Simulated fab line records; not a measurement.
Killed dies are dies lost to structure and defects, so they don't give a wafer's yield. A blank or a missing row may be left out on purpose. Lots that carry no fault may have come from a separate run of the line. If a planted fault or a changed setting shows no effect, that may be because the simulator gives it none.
8D (eight disciplines) problem report, filled in by code + flow n5_finfet + the parts of the form that need people (team, actions taken, sign-off) are left out

1. WHAT WENT WRONG
Mean of mfc_cl2_sccm at N5_GATE_CUT_CUT_ETCH_54: 57.61 sccm across 9 wafers in 3 lots; on wafers with no fault it is 53.27 sccm (standard deviation 0.16). That is +27 standard deviations from the usual mean.
The step: etches TiN in Cl2/BCl3, target depth 96.7 nm.
The first sign was on wafer L857.2 at day 6 05:38, on rie_metal-03. Wafers with a number at this step in the record: 27, from 9 lots. Rule for "out" (also "out of limits"): further than 4 standard deviations from the usual mean. The rest of the wafers with a number are treated as sound.

2. WHAT IT IS AND WHAT IT IS NOT
| question                    | is                               | is not                                                                                |
|-----------------------------|----------------------------------|---------------------------------------------------------------------------------------|
| which readings at this step | mfc_cl2_sccm, throttle_valve_pct | drypump_motor_current_A, etch_rf_on_time_s, oes_product_au                            |
| which lots                  | L857, L858, L859                 | L852, L853, L868, L869, L870, L872                                                    |
| which wafers of those lots  | all that have a number           | -                                                                                     |
| read on which tools         | rie_metal-03                     | rie_metal-01                                                                          |
| when                        | from day 6 05:38                 | up to then (6 sound wafers); but 12 sound wafers of L868, L869, L870, L872 came after |

3. WHAT RULES OUT EACH SUSPECT
Counting: a tool stays on the suspect list if, at a process step up to the reading, it processed all lots that are out and no sound lot following the first of them.
- rie_metal-03 at N5_GATE_CUT_CUT_ETCH_54 (etches TiN in Cl2/BCl3, target depth 96.7 nm): ruled out as a lasting fault. Following L857 (day 6 05:38), the first lot on it that is out, the sound lots L868, L869, L872 were run on it.
Left after counting: nothing in the record.

4. THE CAUSE (what the simulator had put in)
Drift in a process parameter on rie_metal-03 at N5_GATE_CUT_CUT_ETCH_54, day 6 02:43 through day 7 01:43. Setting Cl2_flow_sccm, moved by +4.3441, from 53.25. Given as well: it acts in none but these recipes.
Counting ruled it out, wrongly.

5. SEQUENCE OF EFFECTS, ordered by route
Rows list readings where the struck wafers' mean (over those with a number) sits beyond 3 standard deviations from the usual. Only readings whose record carries a usual standard deviation are examined. hours: median over the lots of the time between each lot's start at the first step of this table that gives one and its start at this step. sigmas: the change, counted in usual standard deviations.
| hours | step                    | reading            | usual      | on struck wafers | change | sigmas |
|-------|-------------------------|--------------------|------------|------------------|--------|--------|
| 0     | N5_GATE_CUT_CUT_ETCH_54 | mfc_cl2_sccm       | 53.27 sccm | 57.61            | +4.34  | +27    |
| 0     | N5_GATE_CUT_CUT_ETCH_54 | throttle_valve_pct | 22.13 %    | 22.67            | +0.54  | +5.5   |
It contains these process steps:
- N5_GATE_CUT_CUT_ETCH_54: etches TiN in Cl2/BCl3, target depth 96.7 nm.
At these later measuring or inspecting steps, every struck wafer for which the step has a row has a number for every such reading, and none has moved that far: N5_BEOL_M4_RC_MEAS_101.

6. HOW IT WOULD HAVE BEEN CAUGHT EARLIER
In this record no reading fell out of limits until day 6 05:38, 3 hours after the fault had begun at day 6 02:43.
